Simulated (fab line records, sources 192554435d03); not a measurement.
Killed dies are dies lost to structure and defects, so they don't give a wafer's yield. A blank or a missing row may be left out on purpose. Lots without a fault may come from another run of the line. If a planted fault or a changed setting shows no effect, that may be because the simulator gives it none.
Chamber matching ; flow n5 finfet ; pecvd-01 running N5_BEOL_M10_DEP_56: 3 sister chambers
The step deposits SiCN from 3MS/NH3, target thk 15 nm, time 26.5 s. 20 wafers are shown with their chamber, then 10 later ones without.

## WAFERS WITH THEIR CHAMBER
wafer;chamber;throttle valve pct (%);showerhead plenum p Torr (Torr)
L074.1;2;8.2;3.675
L074.3;0;8.9;3.668
L074.6;1;9.9;3.696
L077.1;2;8.1;3.679
L077.4;0;8.7;3.666
L077.5;2;8.4;3.683
L075.2;2;8.1;3.679
L075.4;2;8.7;3.687
L075.6;0;8.6;3.668
L079.1;0;8.5;3.673
L079.4;1;9.7;3.697
L079.6;2;8.3;3.679
L081.1;0;8.8;3.665
L081.3;2;8.2;3.677
L081.4;0;8.9;3.675
L087.1;0;8.8;3.670
L087.2;1;9.6;3.704
L087.5;2;8.3;3.673
L092.1;0;8.6;3.662
L092.2;2;8.5;3.681

SIGNATURES (averages over the wafers above)
reading;chamber 0;chamber 1;chamber 2;scatter within a chamber
throttle valve pct;8.725;9.733;8.311;0.173
showerhead plenum p Torr;3.66838;3.69900;3.67922;0.00422
Rule: distance of a wafer from a chamber = root of the sum over the readings of ((wafer's reading minus chamber's mean) / reading's scatter) squared. If the next closest chamber is less than 2 further off than the closest, the wafer can't be placed; otherwise it belongs to the closest. The scatter: the root of (the sum of the squares of (reading less its chamber's mean) over the shown wafers, divided by (wafers less chambers)).

## WAFERS MISSING THEIR CHAMBER
wafer;throttle valve pct (%);showerhead plenum p Torr (Torr)
L092.6;8.9;3.680
L093.1;8.5;3.686
L093.4;10.0;3.707
L093.6;8.8;3.662
L094.1;9.8;3.705
L094.2;8.5;3.672
L094.5;8.5;3.688
L096.2;10.0;3.701
L096.4;10.1;3.703
L096.5;8.3;3.676

## WHICH CHAMBER EACH WENT THROUGH
wafer;from the rows above;in truth
L092.6;can't be placed: 0 or 2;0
L093.1;2;2
L093.4;1;1
L093.6;0;0
L094.1;1;1
L094.2;can't be placed: 0 or 2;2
L094.5;2;2
L096.2;1;1
L096.4;1;1
L096.5;2;2
Correctly placed: 8 of 10. Cannot be placed on the basis of these rows: 2; the candidates contain the true chamber in 2. Number placed wrongly: 0.
